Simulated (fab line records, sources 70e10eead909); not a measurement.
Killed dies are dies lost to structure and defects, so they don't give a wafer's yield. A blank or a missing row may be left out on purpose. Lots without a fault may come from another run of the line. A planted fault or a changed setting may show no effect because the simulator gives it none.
Chamber matching | flow nand_harc | NHARC_A_M1_PRE_CLEAN_32 on pecvd-04: 3 sister chambers
The step time 12 s. 6 wafers are shown with their chamber, then 7 later ones without.

WAFERS WITH THEIR CHAMBER
wafer  | chamber | heater_power_w (W)
L082.1 | 0       | 587
L082.5 | 0       | 609
L082.4 | 1       | 750
L082.6 | 2       | 556
L083.3 | 1       | 712
L083.4 | 2       | 585

WAFERS WITHOUT THEIR CHAMBER
wafer  | heater_power_w (W)
L083.6 | 558
L091.2 | 648
L091.3 | 695
L091.4 | 635
L092.3 | 582
L092.4 | 697
L092.6 | 592

WHICH CHAMBER EACH WENT THROUGH
wafer  | from the rows above          | in truth
L083.6 | can't be placed: 2 or 0      | 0
L091.2 | can't be placed: 0 or 2 or 1 | 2
L091.3 | 1                            | 1
L091.4 | can't be placed: 0 or 2      | 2
L092.3 | can't be placed: 2 or 0      | 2
L092.4 | 1                            | 1
L092.6 | can't be placed: 0 or 2      | 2
Placed correctly: 2 of 7. Can't be placed from these rows: 5 (the true chamber is among the candidates in 5). Placed wrongly: 0.
How it was worked out, from the rows above alone: a wafer's distance from a chamber is the root of the sum, over the readings, of the square of ((its reading less the chamber's mean) divided by the reading's scatter). The wafer belongs to the nearest chamber; if the next one is less than 2 further off, it can't be placed. A chamber's mean is the mean of its shown wafers. The scatter: the root of (the sum of the squares of (reading less its chamber's mean) over the shown wafers, divided by (wafers less chambers)).
